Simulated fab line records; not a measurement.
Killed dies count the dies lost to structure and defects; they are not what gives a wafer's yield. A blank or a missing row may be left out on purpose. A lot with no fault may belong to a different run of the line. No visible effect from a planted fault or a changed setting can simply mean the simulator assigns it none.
Chamber matching | flow n5 finfet | N5_BEOL_M0_SAQP_HM_OPEN_112 on rie diel-01 has 4 sister chambers
The step chemistry CHF3/O2, target SiO2, stops on a-Si, target depth 12 nm, time 13.5 s. 18 wafers are shown with their chamber, then 9 later ones without.

== WAFERS WITH THEIR CHAMBER ==
wafer  | chamber | showerhead plenum p Torr (Torr) | throttle valve pct (%) | drypump motor current A (A)
L080.3 | 0       | 2.55                            | 18.76                  | 5.1
L080.5 | 2       | 2.39                            | 19.04                  | 5.5
L080.6 | 3       | 2.45                            | 18.71                  | 5.4
L082.1 | 3       | 2.45                            | 18.74                  | 5.4
L082.4 | 2       | 2.39                            | 19.03                  | 5.5
L082.5 | 0       | 2.55                            | 18.76                  | 5.1
L084.1 | 1       | 2.55                            | 18.32                  | 6.0
L084.2 | 3       | 2.45                            | 18.74                  | 5.4
L084.3 | 0       | 2.55                            | 18.77                  | 5.1
L084.4 | 1       | 2.55                            | 18.33                  | 5.9
L084.5 | 3       | 2.45                            | 18.76                  | 5.4
L084.6 | 0       | 2.55                            | 18.77                  | 5.1
L088.2 | 0       | 2.55                            | 18.78                  | 5.0
L088.3 | 3       | 2.45                            | 18.75                  | 5.4
L088.5 | 2       | 2.38                            | 19.04                  | 5.6
L091.2 | 1       | 2.55                            | 18.34                  | 6.0
L091.4 | 0       | 2.55                            | 18.78                  | 5.1
L091.5 | 1       | 2.55                            | 18.34                  | 6.0

SIGNATURES (averages over the wafers above)
reading                  | chamber 0 | chamber 1 | chamber 2 | chamber 3 | scatter within a chamber
showerhead plenum p Torr | 2.5500    | 2.5500    | 2.3867    | 2.4500    | 0.00218
throttle valve pct       | 18.7700   | 18.3325   | 19.0367   | 18.7400   | 0.0124
drypump motor current A  | 5.083     | 5.975     | 5.533     | 5.400     | 0.0401
Rule: distance of a wafer from a chamber = root of the sum over the readings of ((wafer's reading minus chamber's mean) / reading's scatter) squared. If the next closest chamber is less than 2 further off than the closest, the wafer can't be placed; otherwise it belongs to the closest. The scatter is the square root of a quotient: the sum, over the shown wafers, of each reading's squared deviation from its chamber's mean, divided by wafers minus chambers.

== WAFERS WITH NO CHAMBER GIVEN ==
wafer  | showerhead plenum p Torr (Torr) | throttle valve pct (%) | drypump motor current A (A)
L093.1 | 2.54                            | 18.38                  | 5.9
L093.3 | 2.54                            | 18.80                  | 5.1
L093.6 | 2.44                            | 18.77                  | 5.4
L094.1 | 2.38                            | 18.63                  | 5.5
L094.2 | 2.54                            | 18.80                  | 5.1
L094.3 | 2.44                            | 18.77                  | 5.4
L094.4 | 2.54                            | 18.36                  | 5.9
L094.5 | 2.38                            | 18.64                  | 5.6
L094.6 | 2.44                            | 18.80                  | 5.4

== THE CHAMBER EACH PASSED THROUGH ==
wafer  | from the rows above     | in truth
L093.1 | 1                       | 1
L093.3 | 0                       | 0
L093.6 | 3                       | 3
L094.1 | can't be placed: 2 or 3 | 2
L094.2 | 0                       | 0
L094.3 | 3                       | 3
L094.4 | 1                       | 1
L094.5 | can't be placed: 2 or 3 | 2
L094.6 | 3                       | 3
Correct placement for 7 of the 9. Can't be placed from these rows: 2 (the true chamber is among the candidates in 2). Wrongly placed: 0.
